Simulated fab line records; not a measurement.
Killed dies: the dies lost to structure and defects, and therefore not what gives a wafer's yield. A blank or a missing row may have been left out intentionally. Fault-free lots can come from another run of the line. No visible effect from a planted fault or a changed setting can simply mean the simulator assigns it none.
Chamber matching | flow n5_finfet | N5_BEOL_M10_DEP_56 on pecvd-02 has 3 sister chambers
The step deposits SiCN from 3MS/NH3, target thk 15 nm, time 26.5 s. 16 wafers are shown with their chamber, then 8 later ones without.

## WAFERS PAIRED WITH THEIR CHAMBERS
wafer  | chamber | throttle_valve_pct (%) | showerhead_plenum_p_Torr (Torr)
L080.4 | 2       | 8.40                   | 3.670
L080.5 | 1       | 8.80                   | 3.669
L080.6 | 0       | 8.27                   | 3.671
L087.1 | 0       | 8.45                   | 3.688
L087.3 | 2       | 8.50                   | 3.670
L087.5 | 0       | 8.18                   | 3.688
L090.1 | 1       | 8.72                   | 3.687
L090.3 | 2       | 8.28                   | 3.673
L090.6 | 1       | 9.10                   | 3.671
L089.1 | 2       | 8.43                   | 3.672
L089.5 | 1       | 8.55                   | 3.664
L089.6 | 0       | 8.48                   | 3.689
L091.1 | 1       | 9.03                   | 3.672
L091.2 | 0       | 8.27                   | 3.678
L091.4 | 2       | 8.62                   | 3.676
L096.3 | 0       | 8.42                   | 3.697

SIGNATURES (averages over the wafers above)
reading                  | chamber 0 | chamber 1 | chamber 2 | scatter within a chamber
throttle_valve_pct       | 8.3450    | 8.8400    | 8.4460    | 0.162
showerhead_plenum_p_Torr | 3.68517   | 3.67260   | 3.67220   | 0.00757
Rule: for a wafer and a chamber, the distance is found by dividing, reading by reading, the gap between the wafer's reading and the chamber's mean by the reading's scatter, squaring, summing and taking the root. If the next closest chamber is less than 2 further off than the closest, the wafer can't be placed; otherwise it belongs to the closest. The scatter: the root of (the sum of the squares of (reading less its chamber's mean) over the shown wafers, divided by (wafers less chambers)).

## WAFERS WITHOUT THEIR CHAMBER
wafer  | throttle_valve_pct (%) | showerhead_plenum_p_Torr (Torr)
L096.5 | 8.43                   | 3.695
L096.6 | 8.90                   | 3.663
L095.1 | 8.68                   | 3.672
L095.2 | 8.74                   | 3.675
L095.3 | 8.55                   | 3.686
L095.4 | 8.45                   | 3.682
L095.5 | 8.82                   | 3.672
L095.6 | 8.85                   | 3.661

## EACH ONE'S CHAMBER
wafer  | from the rows above          | in truth
L096.5 | can't be placed: 0 or 2      | 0
L096.6 | can't be placed: 1 or 2      | 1
L095.1 | can't be placed: 1 or 2 or 0 | 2
L095.2 | can't be placed: 1 or 2      | 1
L095.3 | can't be placed: 0 or 2 or 1 | 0
L095.4 | can't be placed: 0 or 2 or 1 | 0
L095.5 | 1                            | 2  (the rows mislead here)
L095.6 | can't be placed: 1 or 2      | 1
Correct placement for 0 of the 8. These rows do not allow placing 7 (true chamber among the candidates in 7). Number placed wrongly: 1.
